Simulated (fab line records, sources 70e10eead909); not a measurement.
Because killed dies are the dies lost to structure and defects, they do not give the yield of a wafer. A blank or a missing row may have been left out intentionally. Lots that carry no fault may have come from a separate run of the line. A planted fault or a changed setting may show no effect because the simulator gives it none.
Chamber matching :: flow nand_harc :: NHARC_A_STAIRCASE_DESCUM_312 on rie_diel-13 has 4 sister chambers
The step chemistry O2, time 3 s. 16 wafers are shown with their chamber, then 8 later ones without.

WAFERS, EACH WITH ITS CHAMBER
wafer: L075.1
chamber: 2
showerhead_plenum_p_Torr (Torr): 1.86
drypump_motor_current_A (A): 5.9
oes_product_au (a.u.): 0.985

wafer: L075.2
chamber: 0
showerhead_plenum_p_Torr (Torr): 1.93
drypump_motor_current_A (A): 5.4
oes_product_au (a.u.): 0.992

wafer: L075.5
chamber: 1
showerhead_plenum_p_Torr (Torr): 1.86
drypump_motor_current_A (A): 5.6
oes_product_au (a.u.): 1.025

wafer: L076.1
chamber: 2
showerhead_plenum_p_Torr (Torr): 1.86
drypump_motor_current_A (A): 5.9
oes_product_au (a.u.): 0.978

wafer: L076.3
chamber: 0
showerhead_plenum_p_Torr (Torr): 1.93
drypump_motor_current_A (A): 5.3
oes_product_au (a.u.): 1.001

wafer: L076.6
chamber: 1
showerhead_plenum_p_Torr (Torr): 1.86
drypump_motor_current_A (A): 5.6
oes_product_au (a.u.): 1.021

wafer: L079.3
chamber: 1
showerhead_plenum_p_Torr (Torr): 1.86
drypump_motor_current_A (A): 5.7
oes_product_au (a.u.): 1.041

wafer: L079.4
chamber: 0
showerhead_plenum_p_Torr (Torr): 1.93
drypump_motor_current_A (A): 5.3
oes_product_au (a.u.): 1.013

wafer: L079.6
chamber: 1
showerhead_plenum_p_Torr (Torr): 1.86
drypump_motor_current_A (A): 5.7
oes_product_au (a.u.): 1.034

wafer: L081.2
chamber: 0
showerhead_plenum_p_Torr (Torr): 1.93
drypump_motor_current_A (A): 5.4
oes_product_au (a.u.): 1.015

wafer: L081.4
chamber: 3
showerhead_plenum_p_Torr (Torr): 1.88
drypump_motor_current_A (A): 6.2
oes_product_au (a.u.): 1.005

wafer: L081.5
chamber: 1
showerhead_plenum_p_Torr (Torr): 1.85
drypump_motor_current_A (A): 5.7
oes_product_au (a.u.): 1.038

wafer: L080.2
chamber: 0
showerhead_plenum_p_Torr (Torr): 1.93
drypump_motor_current_A (A): 5.4
oes_product_au (a.u.): 1.005

wafer: L080.4
chamber: 1
showerhead_plenum_p_Torr (Torr): 1.85
drypump_motor_current_A (A): 5.6
oes_product_au (a.u.): 1.025

wafer: L080.5
chamber: 2
showerhead_plenum_p_Torr (Torr): 1.86
drypump_motor_current_A (A): 5.9
oes_product_au (a.u.): 0.990

wafer: L089.2
chamber: 1
showerhead_plenum_p_Torr (Torr): 1.85
drypump_motor_current_A (A): 5.7
oes_product_au (a.u.): 1.002

SIGNATURES (averages over the wafers above)
reading: showerhead_plenum_p_Torr
chamber 0: 1.9300
chamber 1: 1.8557
chamber 2: 1.8600
chamber 3: 1.8800
scatter within a chamber: 0.00378

reading: drypump_motor_current_A
chamber 0: 5.360
chamber 1: 5.657
chamber 2: 5.900
chamber 3: 6.200
scatter within a chamber: 0.0493

reading: oes_product_au
chamber 0: 1.00520
chamber 1: 1.02657
chamber 2: 0.98433
chamber 3: 1.00500
scatter within a chamber: 0.011
Rule: a wafer lies at a distance from a chamber equal to the root of the sum of squares, over the readings, of (its reading less the chamber's mean, divided by the reading's scatter). The wafer belongs to the nearest chamber; if the next one is less than 2 further off, it can't be placed. The scatter: take each reading less its chamber's mean, square it, sum over the shown wafers, divide by the number of wafers less the number of chambers, and take the root.

WAFERS WHOSE CHAMBER IS MISSING
wafer: L089.4
showerhead_plenum_p_Torr (Torr): 1.85
drypump_motor_current_A (A): 5.9
oes_product_au (a.u.): 0.985

wafer: L089.5
showerhead_plenum_p_Torr (Torr): 1.92
drypump_motor_current_A (A): 5.4
oes_product_au (a.u.): 0.994

wafer: L091.2
showerhead_plenum_p_Torr (Torr): 1.87
drypump_motor_current_A (A): 6.2
oes_product_au (a.u.): 0.973

wafer: L091.3
showerhead_plenum_p_Torr (Torr): 1.85
drypump_motor_current_A (A): 5.7
oes_product_au (a.u.): 1.001

wafer: L091.6
showerhead_plenum_p_Torr (Torr): 1.85
drypump_motor_current_A (A): 5.7
oes_product_au (a.u.): 1.004

wafer: L092.1
showerhead_plenum_p_Torr (Torr): 1.84
drypump_motor_current_A (A): 5.7
oes_product_au (a.u.): 0.997

wafer: L092.3
showerhead_plenum_p_Torr (Torr): 1.85
drypump_motor_current_A (A): 5.9
oes_product_au (a.u.): 0.974

wafer: L092.5
showerhead_plenum_p_Torr (Torr): 1.84
drypump_motor_current_A (A): 5.7
oes_product_au (a.u.): 0.991

THE CHAMBER EACH PASSED THROUGH
wafer: L089.4
from the rows above: 2
in truth: 2

wafer: L089.5
from the rows above: 0
in truth: 0

wafer: L091.2
from the rows above: 3
in truth: 3

wafer: L091.3
from the rows above: 1
in truth: 1

wafer: L091.6
from the rows above: 1
in truth: 1

wafer: L092.1
from the rows above: can't be placed: 1 or 2
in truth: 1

wafer: L092.3
from the rows above: 2
in truth: 2

wafer: L092.5
from the rows above: can't be placed: 1 or 2
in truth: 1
Correct placement for 6 of the 8. Unplaceable from these rows: 2, with the true chamber sitting among the candidates in 2. Wrongly placed: 0.
